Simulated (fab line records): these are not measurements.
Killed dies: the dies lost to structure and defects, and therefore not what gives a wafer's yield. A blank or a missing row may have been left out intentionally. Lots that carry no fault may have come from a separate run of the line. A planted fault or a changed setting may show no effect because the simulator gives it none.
fab line records	flow nand-harc
record: lots: 6	wafers: 18	last-day: 34
route steps=1302 shown P_GATE@179 P_CONTACT@217 END@1302
lots untouched by any fault: they come from a run of this same line in which no faults occurred
start-h: start of the lot's first displayed wafer, in hours after the record's first day	wait-h: how many hours have passed since the lot's step before this one	" same as the row above	L1.1+2: one row covering several wafers at once	- no value present, or no start provided	* or withheld: withheld	< > ~ a bound
route shown NAME@n: names a module that has steps shown in the file, with the first one's number in the route	usual: mean/standard deviation of fault-free wafers	same: alike in all rows	chamber/n: place in a boat	sites: per-site readings	_std_site: standard deviation of those values	_edge_site: mean of outer sites minus mean of inner sites	radius-mm: how far each site lies from the wafer's centre	mask NAME#n: copy n	behind: tool/chamber where the wafer was last shaped	hold: cause of the lot's hold/its duration in hours/its outcome	device: the transistor (n, p or np) that didn't switch	end of line: the route-end tests of the same wafers	a step without rows: its recipe alone	killed: dies that structure and defects cost at the first sort, which is not the same as the wafer's yield	map: the dies of a wafer, with x for killed, . for not killed, _ for no die there
set.NAME: the run value of the setting; set.NAME@STEP: its run value at that earlier step	model.NAME: the simulator's own value behind a step, which no gauge read
lots at some steps of the route; a table a step, a row a wafer
services: a tool's chamber out of use, with start hour (start-h, from the record's first day; less than 0 if before it), hours out, and reason
== steps ==
step: NHARC_P_GATE_COAT_53
recipe: spin-rpm: 3000
step: NHARC_P_GATE_SOFTBAKE_54
recipe: temp-c: 122	time-s: 95
step: NHARC_P_GATE_EBR_55
step: NHARC_P_GATE_EXPOSE_56
recipe: na: 0.6	target-cd-nm: 720	dose-mj: 14.81	mask-id: P_PSD
step: NHARC_P_GATE_PEB_57
recipe: peb-temp-c: 118	peb-time-s: 85
step: NHARC_P_GATE_DEVELOP_58
recipe: time-s: 70
step: NHARC_P_GATE_CD_MEAS_59
recipe: target-cd-nm: 720	landing-energy-ev: 500
usual: cd-nm: 720.6/2
lot.wafer	tool	chamber	start-h	wait-h	cd-nm
L184.1	cd-sem-02	0	145.22	-	721.9
L184.2	"	0	"	"	720.2
L184.4	"	0	"	"	722.9
L193.1	cd-sem-01	0	233.40	-	718.9
L193.3	"	0	"	"	721.2
L193.4	"	0	"	"	720.3
L195.1	cd-sem-02	0	257.29	-	721.5
L195.2	"	0	"	"	720.1
L195.5	"	0	"	"	722.1
L201.1	cd-sem-03	0	314.63	-	721.1
L201.2	"	0	"	"	719.6
L201.3	"	0	"	"	722.8
L203.2	cd-sem-01	0	333.90	-	718.1
L203.3	"	0	"	"	722.3
L203.6	"	0	"	"	721.9
L204.2	cd-sem-03	0	341.64	-	720.6
L204.4	"	0	"	"	716.1
L204.6	"	0	"	"	718.7
step: NHARC_P_GATE_HARDBAKE_60
recipe: temp-c: 125	time-s: 80
step: NHARC_P_GATE_DESCUM_61
recipe: time-s: 3	o2-flow-sccm: 200	ar-flow-sccm: 0	bias-power-w: 0	chemistry: O2
step: NHARC_P_GATE_IMPLANT_62
recipe: energy-kev: 20	dose-cm2: 3e+15	tilt-deg: 7
step: NHARC_P_GATE_STRIP_112
recipe: power-w: 1500	temp-c: 110	time-s: 200	chemistry: N2/H2
step: NHARC_P_GATE_STRIP_76
recipe: power-w: 1500	temp-c: 250	chemistry: O2
usual: drypump-motor-current-A: 6.0/0.42	heater-power-w: 310/12
lot.wafer	tool	chamber	start-h	wait-h	drypump-motor-current-A	heater-power-w	rf-hours-counter-h
L184.1	plasma-asher-02	0	146.00	0.2	6.0	293	11
L184.2	"	1	"	"	6.4	323	11
L184.4	"	1	"	"	6.5	318	-
L193.1	plasma-asher-01	0	234.20	0.2	5.4	322	9
L193.3	"	1	"	"	5.6	306	-
L193.4	"	0	"	"	5.4	312	-
L195.1	plasma-asher-01	1	258.11	0.2	5.5	309	15
L195.2	"	0	"	"	5.4	313	15
L195.5	"	0	"	"	5.4	318	-
L201.2	plasma-asher-01	1	315.42	0.2	5.5	305	28
L201.1	"	0	"	"	5.4	325	28
L201.3	"	1	"	"	5.5	314	-
L203.2	plasma-asher-02	0	334.69	0.2	6.0	305	18
L203.3	"	1	"	"	6.5	326	-
L203.6	"	0	"	"	6.0	301	-
L204.2	plasma-asher-02	1	342.44	0.2	6.5	334	20
L204.4	"	0	"	"	6.0	302	-
L204.6	"	0	"	"	6.0	305	-
step: NHARC_P_GATE_STRIP_63
recipe: time-s: 900	temp-c: 130	chemistry: SPM
lot.wafer	tool	chamber	start-h	wait-h
L184.4+2+1	wet-bench-09	0,1,3	146.15	0.1
L193.4+1+3	wet-bench-03	3,4,7	234.33	0.1
L195.2+5+1	wet-bench-03	7,0,2	258.26	0.1
L201.3+2+1	wet-bench-02	1,5,6	315.57	0.1
L203.2+3+6	wet-bench-03	5,6,7	334.84	0.1
L204.2+4+6	wet-bench-09	1,3,5	342.57	0.1
step: NHARC_P_GATE_DEHYDRATE_83
recipe: temp-c: 150	time-s: 120
step: NHARC_P_GATE_HMDS_84
recipe: time-s: 30
step: NHARC_P_GATE_COAT_85
recipe: spin-rpm: 3000
step: NHARC_P_GATE_SOFTBAKE_86
recipe: temp-c: 122	time-s: 95
step: NHARC_P_GATE_EBR_87
step: NHARC_P_GATE_EXPOSE_88
recipe: na: 0.6	target-cd-nm: 2000	dose-mj: 11.87	mask-id: P_HVN
step: NHARC_P_GATE_PEB_89
recipe: peb-temp-c: 118	peb-time-s: 85
step: NHARC_P_GATE_DEVELOP_90
recipe: time-s: 70
step: NHARC_P_GATE_CD_MEAS_91
recipe: target-cd-nm: 2000	landing-energy-ev: 500
usual: cd-nm: 1998.7/1.3
lot.wafer	tool	chamber	start-h	wait-h	cd-nm
L184.1	cd-sem-01	0	146.92	-	1999.6
L184.2	"	0	"	"	1998.5
L184.4	"	0	"	"	1997.9
L193.1	cd-sem-03	0	235.10	-	1997.8
L193.3	"	0	"	"	2000.6
L193.4	"	0	"	"	1997.5
L195.1	cd-sem-03	0	259.03	-	1999.9
L195.2	"	0	"	"	1998.0
L195.5	"	0	"	"	1998.0
L201.1	cd-sem-03	0	320.13	-	1998.7
L201.2	"	0	"	"	1997.1
L201.3	"	0	"	"	1997.3
L203.2	cd-sem-01	0	335.61	-	1998.5
L203.3	"	0	"	"	2000.0
L203.6	"	0	"	"	2001.3
L204.2	cd-sem-02	0	343.22	-	1997.5
L204.4	"	0	"	"	1998.5
L204.6	"	0	"	"	1998.0
step: NHARC_P_GATE_HARDBAKE_92
recipe: temp-c: 125	time-s: 80
step: NHARC_P_GATE_DESCUM_93
recipe: time-s: 3	o2-flow-sccm: 200	ar-flow-sccm: 0	bias-power-w: 0	chemistry: O2
step: NHARC_P_GATE_IMPLANT_94
recipe: energy-kev: 60	dose-cm2: 2e+15	tilt-deg: 7
step: NHARC_P_GATE_STRIP_113
recipe: power-w: 1500	temp-c: 110	time-s: 740	chemistry: N2/H2
usual: drypump-motor-current-A: 6.0/0.42	heater-power-w: 83/3.5
lot.wafer	tool	chamber	start-h	wait-h	drypump-motor-current-A	heater-power-w	rf-hours-counter-h
L184.2	plasma-asher-01	0	147.45	0.2	5.4	85	29
L184.1	"	1	"	"	5.5	77	29
L184.4	"	0	"	"	5.4	83	-
L193.1	plasma-asher-02	0	235.75	0.3	6.0	78	33
L193.4	"	1	"	"	6.5	84	-
L193.3	"	0	"	"	6.0	78	-
L195.2	plasma-asher-02	1	259.56	0.2	6.5	88	1
L195.1	"	0	"	"	6.0	79	1
L195.5	"	0	"	"	6.0	81	-
L201.2	plasma-asher-02	1	320.66	0.2	6.5	86	15
L201.1	"	0	"	"	6.0	80	15
L201.3	"	1	"	"	6.4	87	-
L203.2	plasma-asher-02	0	336.48	0.2	6.0	80	18
L203.3	"	1	"	"	6.5	88	-
L203.6	"	0	"	"	6.0	80	-
L204.2	plasma-asher-02	0	343.87	0.3	6.0	81	20
L204.4	"	0	"	"	6.0	79	-
L204.6	"	0	"	"	6.0	80	-
step: NHARC_P_GATE_STRIP_95
recipe: power-w: 1500	temp-c: 250	chemistry: O2
step: NHARC_P_GATE_STRIP_96
recipe: time-s: 900	temp-c: 130	chemistry: SPM
step: NHARC_P_GATE_RTA_64
recipe: temp-c: 1050	time-s: 1
usual: lamp-power-pct: 31.6/0.67	lamp_zone_1_pct: 31.6/0.67	wafer_temp_C_max: 1054.8/0.94
lot.wafer	tool	chamber	start-h	wait-h	lamp-power-pct	lamp_zone_1_pct	wafer_temp_C_max
L184.1	rtp-anneal-02	0	148.73	-	31.1	31.0	1055.0
L184.2	"	0	"	"	31.1	31.0	1055.9
L184.4	"	0	"	"	31.0	31.0	1054.2
L193.1	rtp-anneal-02	0	236.91	-	31.0	31.0	1057.0
L193.3	"	0	"	"	31.0	31.1	1055.2
L193.4	"	0	"	"	31.0	31.0	1054.2
L195.1	rtp-anneal-02	0	260.84	-	31.0	31.0	1056.8
L195.2	"	0	"	"	31.0	31.0	1054.4
L195.5	"	0	"	"	31.0	31.0	1054.8
L201.1	rtp-anneal-01	0	321.93	-	32.4	32.4	1054.0
L201.2	"	0	"	"	32.4	32.4	1054.3
L201.3	"	0	"	"	32.4	32.4	1054.2
L203.2	rtp-anneal-01	0	337.80	-	32.4	32.3	1054.3
L203.3	"	0	"	"	32.4	32.4	1054.3
L203.6	"	0	"	"	32.3	32.4	1054.1
L204.2	rtp-anneal-02	0	345.05	-	31.0	31.0	1053.7
L204.4	"	0	"	"	30.9	31.1	1055.0
L204.6	"	0	"	"	31.0	31.0	1055.0
step: NHARC_P_GATE_ETCH_77
recipe: target-depth-a: 60	chemistry: dHF	material: SiO2
step: NHARC_P_GATE_DEGAS_109
recipe: temp-c: 300	time-s: 60
step: NHARC_P_GATE_PRE_CLEAN_110
recipe: time-s: 30	bias-v: 200	gas: Ar
step: NHARC_P_GATE_SPUTTER_78
recipe: target-thk-a: 100	material: Ni
step: NHARC_P_GATE_SPUTTER_79
recipe: target-thk-a: 100	material: TiN
step: NHARC_P_GATE_RTA_80
recipe: temp-c: 300	time-s: 30
step: NHARC_P_GATE_STRIP_67
recipe: time-s: 600	temp-c: 130	chemistry: SPM
step: NHARC_P_GATE_RTA_82
recipe: temp-c: 450	time-s: 30
usual: lamp-power-pct: 3.71/0.078	lamp_zone_1_pct: 3.71/0.078	wafer_temp_C_max: 452.1/0.42
lot.wafer	tool	chamber	start-h	wait-h	lamp-power-pct	lamp_zone_1_pct	wafer_temp_C_max
L184.1	rtp-anneal-02	0	149.78	-	3.63	3.64	452.2
L184.2	"	0	"	"	3.63	3.63	451.7
L184.4	"	0	"	"	3.64	3.63	451.9
L193.1	rtp-anneal-01	0	238.00	-	3.79	3.78	451.7
L193.3	"	0	"	"	3.79	3.79	452.0
L193.4	"	0	"	"	3.79	3.79	451.4
L195.1	rtp-anneal-02	0	261.92	-	3.63	3.63	451.9
L195.2	"	0	"	"	3.64	3.63	452.4
L195.5	"	0	"	"	3.63	3.63	451.8
L201.1	rtp-anneal-01	0	323.00	-	3.79	3.79	452.0
L201.2	"	0	"	"	3.79	3.79	452.5
L201.3	"	0	"	"	3.79	3.79	452.0
L203.2	rtp-anneal-02	0	338.86	-	3.64	3.63	451.1
L203.3	"	0	"	"	3.63	3.64	452.2
L203.6	"	0	"	"	3.63	3.64	451.7
L204.2	rtp-anneal-02	0	346.11	-	3.63	3.64	452.0
L204.4	"	0	"	"	3.64	3.64	452.0
L204.6	"	0	"	"	3.63	3.64	451.6
step: NHARC_P_GATE_INSPECT_68
usual: raw-defect-count: 186/75
lot.wafer	tool	chamber	start-h	wait-h	raw-defect-count
L184.1	defect-inspect-02	-	149.98	0.2	233
L184.2	"	-	"	"	148
L184.4	"	-	"	"	164
L193.1	defect-inspect-01	-	238.20	0.2	690
L193.3	"	-	"	"	723
L193.4	"	-	"	"	625
L195.1	defect-inspect-01	-	262.12	0.2	720
L195.2	"	-	"	"	687
L195.5	"	-	"	"	616
L201.1	defect-inspect-02	-	323.20	0.2	106
L201.2	"	-	"	"	114
L201.3	"	-	"	"	177
L203.2	defect-inspect-01	-	339.02	0.1	91
L203.3	"	-	"	"	118
L203.6	"	-	"	"	117
L204.2	defect-inspect-01	-	346.28	0.1	87
L204.4	"	-	"	"	110
L204.6	"	-	"	"	120
step: NHARC_P_CONTACT_DEP_30
recipe: target-thk-a: 300	temp-c: 400	target-thk-nm: 30	flow-sccm: 200	rf-w: 450	material: SiNx
usual: heater-power-w: 760/110
lot.wafer	tool	chamber	start-h	wait-h	heater-power-w
L184.2	pecvd-02	0	150.05	0.1	903
L184.1	"	1	"	"	670
L184.4	"	1	"	"	667
L193.1	pecvd-04	0	238.27	0.1	617
L193.3	"	1	"	"	682
L193.4	"	1	"	"	713
L195.2	pecvd-03	2	262.24	0.1	626
L195.1	"	0	"	"	882
L195.5	"	1	"	"	742
L201.2	pecvd-03	1	323.26	0.1	741
L201.1	"	2	"	"	661
L201.3	"	0	"	"	915
L203.2	pecvd-04	0	339.09	0.1	704
L203.3	"	2	"	"	959
L203.6	"	0	"	"	711
L204.2	pecvd-04	1	346.42	0.1	735
L204.4	"	2	"	"	941
L204.6	"	0	"	"	743
step: NHARC_END_SORT_01
recipe: temp-c: 25
usual: killed-at-array: 56/19	killed-at-other: 1.0/1.3	killed-at-periphery: 3.8/2.2	killed-dies: 61/19	killed-open: 3.1/1.9	killed-short: 2.3/1.5
same: gross-dies: 677
lot.wafer	tool	chamber	start-h	wait-h	killed-at-array	killed-at-other	killed-at-periphery	killed-dies	killed-open	killed-short
L193.1	prober-01	0	680.95	2.5	18	0	91	109	2	1
L193.3	prober-01	0	682.57	3.1	26	1	53	80	5	3
L193.4	prober-01	0	683.38	3.4	12	1	83	96	4	1
L195.1	prober-01	0	704.31	2.5	47	1	91	139	1	1
L195.2	prober-01	0	705.11	2.8	51	0	50	101	2	1
L195.5	prober-01	0	707.52	3.7	51	3	23	77	2	2
killed by level:class
L193.1 P_GATE:unspecified=88 A_CHANNEL_HOLE_D1:chamber-film-flake=7 A_STAIRCASE:chamber-film-flake=3 A_SLIT:chamber-film-flake=3 P_CONTACT:chamber-film-flake=2 A_CONTACT:chamber-film-flake=2 A_CHANNEL_FILL_D2:geometric-particle:open=1 A_WL_FILL:geometric-particle:short=1
L193.3 P_GATE:unspecified=51 A_CHANNEL_HOLE_D1:chamber-film-flake=12 A_STAIRCASE:chamber-film-flake=3 A_CONTACT:chamber-film-flake=3 A_ONON_D2:geometric-particle:open=2 P_M0:geometric-particle:short=1 A_DECK1_JOINT:geometric-particle:short=1 A_CHANNEL_HOLE_D2:geometric-particle:open=1
L193.4 P_GATE:unspecified=81 A_CHANNEL_HOLE_D1:chamber-film-flake=5 P_CONTACT:geometric-particle:open=1 A_SOURCE_PLATE:geometric-particle:open=1 A_WL_FILL:geometric-particle:short=1 A_WL_FILL:geometric-particle:open=1 STARTING-WAFER:geometric-particle:open=1 P_CONTACT:chamber-film-flake=1
L195.1 P_GATE:unspecified=90 A_CHANNEL_HOLE_D1:chamber-film-flake=31 A_CONTACT:chamber-film-flake=5 A_STAIRCASE:chamber-film-flake=3 A_SLIT:chamber-film-flake=2 A_WL_FILL:chamber-film-flake=2 A_BONDPAD:chamber-film-flake=2 A_ONON_D1:geometric-particle:short=1
L195.2 P_GATE:unspecified=49 A_CHANNEL_HOLE_D1:chamber-film-flake=31 A_SLIT:chamber-film-flake=7 A_CONTACT:chamber-film-flake=4 A_STAIRCASE:chamber-film-flake=3 A_BONDPAD:chamber-film-flake=2 A_SOURCE_PLATE:geometric-particle:short=1 A_DECK1_JOINT:geometric-particle:open=1
L195.5 A_CHANNEL_HOLE_D1:chamber-film-flake=29 P_GATE:unspecified=23 A_CONTACT:chamber-film-flake=9 THIN_TSV:chamber-film-flake=3 A_DECK1_JOINT:geometric-particle:open=2 A_STAIRCASE:chamber-film-flake=2 A_SLIT:chamber-film-flake=2 A_BONDPAD:chamber-film-flake=2
map L193.1 (x killed, . not)
____________.____________
_________......._________
_______..........._______
______.............______
_____..............._____
____.................____
____x..x.............____
___.........x.........___
___...................___
__.........x...........__
__......x.x...x........__
_.....x................._
_.....xxx.x............._
_...x.xxxxx.........x..._
_....xxxxxx.x...x......._
_..x.xxxxxxx.x.........._
....xxxxxxxxxx..x........
.....xxxxxxxx...x........
....xxxxxxxx..xx.........
....xxxxxxxxx..x.........
.....xxxxxxxx.x.x........
_...xxxxxxxxx.x........._
_....xxxxxx............._
_.......x..............._
_......xx..............._
_..........x............_
__................x....__
__.....................__
___.............x.....___
___........x..........___
____.................____
____.................____
_____..............._____
______.............______
_______..........._______
_________......._________
____________.____________
map L195.1 (x killed, . not)
____________.____________
_________......._________
_______..........._______
______............x______
_____..........x...x_____
____.................____
____.................____
___.........x.........___
___.......x.x.........___
__.....................__
__.......x.x.........x.__
_.........xxx.........x._
_.......x...x........xxx_
_......xxxx.xx.......xxx_
_......xxxxxxx.....x.xxx_
_....x.xxxxxxx.x.....x.x_
...x..x.xxxxxx...x..xxxxx
......xxxxxxxxx...xxxx.x.
......xxxxxxxxx......xxx.
......xxxxxxxx.....xxx...
......xxxxxxxxxx.........
_......xxxxxxx......xxx._
_....xx.xxxxx.........x._
_.......x..xx.....x..x.._
_......x....x..........._
_......x..............x._
__.....................__
__.....................__
___...................___
___...................___
____.................____
____.................____
_____.............x._____
______.............______
_______..........x_______
_________......._________
____________.____________
== services ==
tool	chamber	start-h	hours	kind
pecvd-03	-	161.44	1.1	repair
plasma-asher-01	-	165.00	9.0	pm
plasma-asher-01	0	165.00	9.0	vent-cycle
plasma-asher-01	1	165.00	9.0	vent-cycle
plasma-asher-01	0	174.00	-	clean
plasma-asher-01	1	174.00	-	clean
wet-bench-09	-	176.80	8.0	pm
pecvd-03	-	185.00	13.0	pm
wet-bench-03	-	210.40	8.0	pm
pecvd-03	-	220.02	1.2	repair
pecvd-02	-	227.25	13.0	pm
wet-bench-02	-	244.00	8.0	pm
pecvd-04	0	248.34	4.1	repair
plasma-asher-02	-	249.24	9.0	pm
plasma-asher-02	0	249.24	9.0	vent-cycle
plasma-asher-02	1	249.24	9.0	vent-cycle
wet-bench-09	-	255.12	4.9	repair
plasma-asher-02	0	258.24	-	clean
plasma-asher-02	1	258.24	-	clean
pecvd-04	-	269.13	13.0	pm
wet-bench-02	-	278.48	0.9	repair
wet-bench-02	-	323.28	9.7	repair
pecvd-04	1	324.70	4.3	repair
plasma-asher-01	-	342.00	9.0	pm
== key ==
first-sign: step: NHARC_P_GATE_INSPECT_68	reading: raw-defect-count	direction: up	sigmas: 6.5	usual: 186	struck: 677
effect: step: NHARC_END_SORT_01	reading: killed-at-periphery	direction: up	sigmas: 27	usual: 3.8	struck: 65.2
more-kills-born-at: NHARC_P_GATE_STRIP_63@wet-bench-03: 382
met-at NHARC_P_GATE_STRIP_63
struck-wafers L193.1,L193.3,L193.4,L195.1,L195.2,L195.5
tester-left-out L193,L195
fault: kind: chamber-particle-source	tool: wet-bench-03	chamber: -	onset-h: 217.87	steps: NHARC_P_GATE_STRIP_63	rate-per-visit-cm2: 0.83231	end-h: 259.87
tester-left-out: of these lots the tester's yield and bins aren't shown, on N5 and GAA mostly nor the transistor test; their killed dies are dies lost to structure and defects alone, not to doping, threshold or leakage, so they don't give the yield
